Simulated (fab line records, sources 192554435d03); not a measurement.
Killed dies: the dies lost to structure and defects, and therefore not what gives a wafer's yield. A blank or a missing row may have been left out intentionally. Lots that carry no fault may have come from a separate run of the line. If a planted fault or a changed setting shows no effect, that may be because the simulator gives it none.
Comparing a struck lot with a sound one -- flow n5Finfet -- 18 out of 1938 route steps
Sound: wafers L597.1, L597.4, L597.6. Wafers L589.1, L589.2, L589.4 were the ones struck. The cause comes at the end.
Each step with rows lists, per side, the tool, then ch with its chambers, then its first start. Under that, the readings that differ: sound wafers -- struck wafers -- difference of the means -- sigmas: that difference in standard deviations of wafers without a fault.
alike: words and numbers the same on both sides, and readings whose means are apart by under 2 such deviations; not compared: readings that were withheld, readings missing a value for some wafer, numbers with overlapping values and no deviation given by the record, and bounds like >300 which may hide the same value.
A row with sigmas, a row that says differs or no value, or rows on one side alone: a step with any of these is where the two part. Numbers that have no deviation but don't overlap get no sigmas and don't part them. A reading that every wafer of one side lacks parts them only if that side has two wafers or more.

N5_BEOL_M8_ETCH_62: etches SOC in N2/H2, target depth 110 nm, overetch 22 nm, time 165 s.
  sound on rieDiel-03 ch 1,3, day 14 13:31; struck on rieDiel-01 ch 1,2,3, day 11 16:32
  alike: biasW, drypumpMotorCurrentA, oesProductAu, rfFwdPowerW, rfVppV, showerheadPlenumPTorr, throttleValvePct
  not compared: rfHoursCounterH
then, 1 step without rows for these wafers: N5_BEOL_M8_STRIP_68 (strips in N2/H2).
N5_BEOL_M8_STRIP_67: strips in CF4.
  sound on rieDiel-03 ch 1,3, day 14 13:40; struck on rieDiel-01 ch 1,2,3, day 11 16:41
  alike: drypumpMotorCurrentA, oesProductAu, rfVppV, showerheadPlenumPTorr, throttleValvePct
  not compared: rfHoursCounterH
N5_BEOL_M8_HM_OPEN_17: chemistry Cl2/BCl3, target TiN, target depth 20 nm, overetch 6 nm.
  sound on rieMetal-02 ch 0,1, day 14 13:43; struck on rieMetal-03 ch 0,1, day 11 16:44
reading,sound,struck,difference,sigmas
drypumpMotorCurrentA (A),4.93 5.52 4.96,5.91 5.67 5.90,+0.69,+2
  alike: bcl3FlowSccm, biasW, oesProductAu, rfFwdPowerW, throttleValvePct
  not compared: rfHoursCounterH
N5_BEOL_M8_STRIP_19: strips in O2.
  sound on rieDiel-05 ch 0,2,3, day 14 13:55; struck on rieDiel-05 ch 1,2,3, day 11 16:50
  alike: drypumpMotorCurrentA, oesProductAu, rfVppV, showerheadPlenumPTorr, throttleValvePct
  not compared: rfHoursCounterH
N5_BEOL_M8_CD_MEAS_18: pitch 80 nm, target cd 40 nm.
  struck on cdSem-03, day 11 16:55; sound on cdSem-03, day 14 13:59
  alike: cdNm
then, 6 steps without rows for these wafers: N5_BEOL_M8_COAT_63 (time 60 s, resist thk 60 nm); N5_BEOL_M8_COAT_64 (time 60 s, resist thk 12 nm); N5_BEOL_M8_COAT_71 (time 60 s, resist thk 5 nm); N5_BEOL_M8_COAT_22 (resist thk 30 nm); N5_BEOL_M8_EBR_24; N5_BEOL_M8_SOFTBAKE_23 (time 60 s).
N5_BEOL_M8_EXPOSE_25: exposes mask V7, target cd 40 nm.
  sound on euvScanner-02 ch 0, day 14 16:41; struck on euvScanner-01 ch 0, day 11 18:48
reading,sound,struck,difference,sigmas
model.BEOL_M8.overlayXNm (nm),0 0 0,5 5 5,+5,
  alike: mask, reticleTempC, stageMsdNm
then, 2 steps without rows for these wafers: N5_BEOL_M8_PEB_26 (peb time 60 s); N5_BEOL_M8_DEVELOP_27 (develop time 30 s).
N5_BEOL_M8_CD_MEAS_28: target cd 40 nm.
  sound on cdSem-01 ch 0, day 14 16:49; struck on cdSem-03 ch 0, day 11 18:56
  alike: cdNm
N5_BEOL_M8_OVL_MEAS_29:
  sound on overlay-01 ch 0, day 14 16:51; struck on overlay-02 ch 0, day 11 18:58
reading,sound,struck,difference,sigmas
V7_OVL (nm),-0.2 0.4 -0.7,5.2 4.3 4.6,+4.9,+7
N5_BEOL_M8_INSPECT_30: inspects for defects (brightfield).
  struck on defectInspect-02, day 11 19:01; sound on defectInspect-02, day 14 16:55
  alike: rawDefectCount

## WHERE THEY PART
First at N5_BEOL_M8_HM_OPEN_17; last, within this record, at N5_BEOL_M8_OVL_MEAS_29. Later steps at which nothing parts them and some readings are alike: N5_BEOL_M8_INSPECT_30.

WHY: whatever the simulator had introduced
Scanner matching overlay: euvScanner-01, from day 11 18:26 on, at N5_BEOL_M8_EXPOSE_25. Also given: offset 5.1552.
